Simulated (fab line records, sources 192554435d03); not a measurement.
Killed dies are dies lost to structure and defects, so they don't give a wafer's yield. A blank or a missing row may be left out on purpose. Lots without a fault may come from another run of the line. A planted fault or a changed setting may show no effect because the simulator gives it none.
Chamber matching | flow n5_finfet | N5_BEOL_M8_VIA_ETCH_34 on rie_diel-03: 4 sister chambers
The step etches SiCOH lowk in C4F6/O2, target depth 125.5 nm, time 50.5 s. 8 wafers are shown with their chamber, then 8 later ones without.

WAFERS WITH THEIR CHAMBER
wafer  | chamber | showerhead_plenum_p_Torr (Torr) | rf_vpp_V (V)
L074.5 | 1       | 3.02                            | 662
L082.5 | 1       | 3.01                            | 663
L089.3 | 3       | 2.96                            | 651
L089.4 | 2       | 2.73                            | 653
L093.2 | 0       | 2.72                            | 685
L093.3 | 3       | 2.96                            | 652
L093.5 | 2       | 2.73                            | 653
L090.4 | 0       | 2.72                            | 687

WAFERS WITHOUT THEIR CHAMBER
wafer  | showerhead_plenum_p_Torr (Torr) | rf_vpp_V (V)
L090.5 | 2.72                            | 686
L090.6 | 3.00                            | 663
L092.4 | 3.00                            | 663
L092.5 | 2.72                            | 686
L092.6 | 3.00                            | 663
L097.1 | 2.72                            | 653
L097.3 | 2.95                            | 650
L097.5 | 2.72                            | 653

WHICH CHAMBER EACH WENT THROUGH
wafer  | from the rows above | in truth
L090.5 | 0                   | 0
L090.6 | 1                   | 1
L092.4 | 1                   | 1
L092.5 | 0                   | 0
L092.6 | 1                   | 1
L097.1 | 2                   | 2
L097.3 | 3                   | 3
L097.5 | 2                   | 2
Placed correctly: 8 of 8. Can't be placed from these rows: 0. Placed wrongly: 0.
How it was worked out, from the rows above alone: a wafer's distance from a chamber is the root of the sum, over the readings, of the square of ((its reading less the chamber's mean) divided by the reading's scatter). The wafer belongs to the nearest chamber; if the next one is less than 2 further off, it can't be placed. A chamber's mean is the mean of its shown wafers. The scatter: the root of (the sum of the squares of (reading less its chamber's mean) over the shown wafers, divided by (wafers less chambers)).
